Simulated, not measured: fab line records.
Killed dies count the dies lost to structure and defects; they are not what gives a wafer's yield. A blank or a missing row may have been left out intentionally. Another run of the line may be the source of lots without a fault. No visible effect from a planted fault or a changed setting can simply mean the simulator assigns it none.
Matching of chambers | flow nand_harc | NHARC_P_M1_ETCH_15 on rie_diel-11 has 4 sister chambers
The step etches the open film in C4F8/Ar, target depth 182.5 nm, time 91.2 s. 15 wafers are shown with their chamber, then 7 later ones without.

## WAFERS, EACH WITH ITS CHAMBER
wafer  | chamber | rf_vpp_V (V) | run_length_s (s) | rf_fwd_power_W (W)
L717.3 | 1       | 438.9        | 112.9            | 589.0
L717.4 | 2       | 444.1        | 111.7            | 599.1
L717.5 | 3       | 440.5        | 112.4            | 594.6
L718.1 | 2       | 445.7        | 111.7            | 598.8
L718.2 | 1       | 436.8        | 113.3            | 592.7
L718.4 | 0       | 444.5        | 112.1            | 591.8
L724.3 | 2       | 445.1        | 111.6            | 594.5
L724.5 | 0       | 444.2        | 112.1            | 595.4
L727.2 | 1       | 439.8        | 113.5            | 594.5
L727.5 | 2       | 444.4        | 111.4            | 594.3
L732.4 | 2       | 443.5        | 111.5            | 598.5
L732.5 | 0       | 443.3        | 112.2            | 595.4
L732.6 | 1       | 439.4        | 112.9            | 590.9
L734.2 | 0       | 443.2        | 112.4            | 595.8
L734.5 | 3       | 441.0        | 112.8            | 596.6

SIGNATURES (averages over the wafers above)
reading        | chamber 0 | chamber 1 | chamber 2 | chamber 3 | scatter within a chamber
rf_vpp_V       | 443.800   | 438.725   | 444.560   | 440.750   | 0.938
run_length_s   | 112.200   | 113.150   | 111.580   | 112.600   | 0.208
rf_fwd_power_W | 594.600   | 591.775   | 597.040   | 595.600   | 2.19
Rule: for each reading, subtract the chamber's mean from the wafer's reading, divide by that reading's scatter and square the result; add these up over the readings and take the root, which gives the wafer's distance from the chamber. If the next closest chamber is less than 2 further off than the closest, the wafer can't be placed; otherwise it belongs to the closest. The scatter is the square root of a quotient: the sum, over the shown wafers, of each reading's squared deviation from its chamber's mean, divided by wafers minus chambers.

## WAFERS MISSING THEIR CHAMBER
wafer  | rf_vpp_V (V) | run_length_s (s) | rf_fwd_power_W (W)
L734.6 | 443.2        | 112.6            | 597.0
L735.2 | 440.8        | 112.5            | 596.7
L735.3 | 444.0        | 112.0            | 591.9
L735.5 | 439.7        | 113.1            | 592.2
L738.2 | 439.7        | 113.1            | 600.0
L738.3 | 444.7        | 112.0            | 593.8
L738.4 | 438.2        | 113.3            | 592.4

## EACH ONE'S CHAMBER
wafer  | from the rows above     | in truth
L734.6 | can't be placed: 0 or 3 | 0
L735.2 | 3                       | 3
L735.3 | can't be placed: 0 or 2 | 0
L735.5 | can't be placed: 1 or 3 | 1
L738.2 | can't be placed: 3 or 1 | 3
L738.3 | can't be placed: 0 or 2 | 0
L738.4 | 1                       | 1
Correct placement for 2 of the 7. Cannot be placed on the basis of these rows: 5; the candidates contain the true chamber in 5. 0 placed wrongly.
